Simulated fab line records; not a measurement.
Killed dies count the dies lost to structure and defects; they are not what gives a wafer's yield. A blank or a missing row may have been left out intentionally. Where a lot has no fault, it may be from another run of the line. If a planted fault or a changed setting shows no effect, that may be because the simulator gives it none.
Which tool is to blame?	flow nandHarc	11 lots, 33 wafers sampled, at 2 steps of a route of 1302

WHAT EACH GAUGE READ, for each wafer
NHARC_P_ZERO_WELL_CD_MEAS_11: the cd target is 500 nm.
lot	measured	on	cdNm (nm)
L123	day 1 21:14	cdSem-01	502.8 502.4 501.2
L127	day 3 13:15	cdSem-03	511.9 510.5 512.1
L130	day 4 19:07	cdSem-03	511.2 511.6 508.9
L136	day 7 07:15	cdSem-03	501.6 499.6 502.3
L139	day 8 13:14	cdSem-02	499.2 502.8 499.5
L140	day 8 23:07	cdSem-01	500.3 500.6 500.1
L141	day 9 09:14	cdSem-01	500.9 501.8 500.6
L142	day 9 19:14	cdSem-02	499.7 499.8 500.3
L143	day 10 05:14	cdSem-02	501.1 499.8 502.5
L144	day 10 15:07	cdSem-02	501.4 498.0 499.1
L145	day 11 01:14	cdSem-03	499.0 500.8 498.8

WHICH TOOL RAN EACH LOT (tool, then ch and the chambers of the sampled wafers, then the start)
lot	NHARC_P_ZERO_WELL_PEB_09
L123	lithoTrack-02 ch 0, day 1 21:09
L127	lithoTrack-02 ch 0, day 3 13:10
L130	lithoTrack-02 ch 0, day 4 19:01
L136	lithoTrack-02 ch 0, day 7 07:10
L139	lithoTrack-05 ch 0, day 8 13:10
L140	lithoTrack-02 ch 0, day 8 23:02
L141	lithoTrack-05 ch 0, day 9 09:10
L142	lithoTrack-02 ch 0, day 9 19:10
L143	lithoTrack-05 ch 0, day 10 05:10
L144	lithoTrack-07 ch 0, day 10 15:01
L145	lithoTrack-05 ch 0, day 11 01:09
- NHARC_P_ZERO_WELL_PEB_09: peb time 80 s.

AS READ BY THE TOOLS THEMSELVES (means over the sampled wafers that have a number; for cases with no such wafer, the mark the record gives instead)
The record holds no such reading with a usual standard deviation.

THE ANSWER, worked out from the rows above alone
Rule: what is usual is taken from the lots themselves. The widest of any qualifying gaps counts: lots, ordered by their means at a reading, are off when they make up no more than a third of the lots, leave a main group of 4 or more, and stand apart from it by 3 or more times the standard deviation of that group's means. If all means in a main group match to the digits the tables above print for the reading, that group is not used. Also off: a lot with no number at a reading for which 4 or more lots have one. All remaining lots with rows at the step are treated as sound. Order of review: gauges by route order, followed by the tools' own readings, for which a lot's mean as printed above is used. At the first step where some lot is off, the reading lying furthest off is the one used; lots without a number count as furthest.
Off at NHARC_P_ZERO_WELL_CD_MEAS_11 (cdNm): L127, L130. Main group: mean 500.6 nm, sd 0.82.
A tool fits if, at a process step before that reading, it ran every lot that is off, and no sound lot after the first of them. Those tools and the gauges at NHARC_P_ZERO_WELL_CD_MEAS_11 are tried in the same way. Of those tried, none fits.

WHAT WAS PUT IN BY THE SIMULATOR
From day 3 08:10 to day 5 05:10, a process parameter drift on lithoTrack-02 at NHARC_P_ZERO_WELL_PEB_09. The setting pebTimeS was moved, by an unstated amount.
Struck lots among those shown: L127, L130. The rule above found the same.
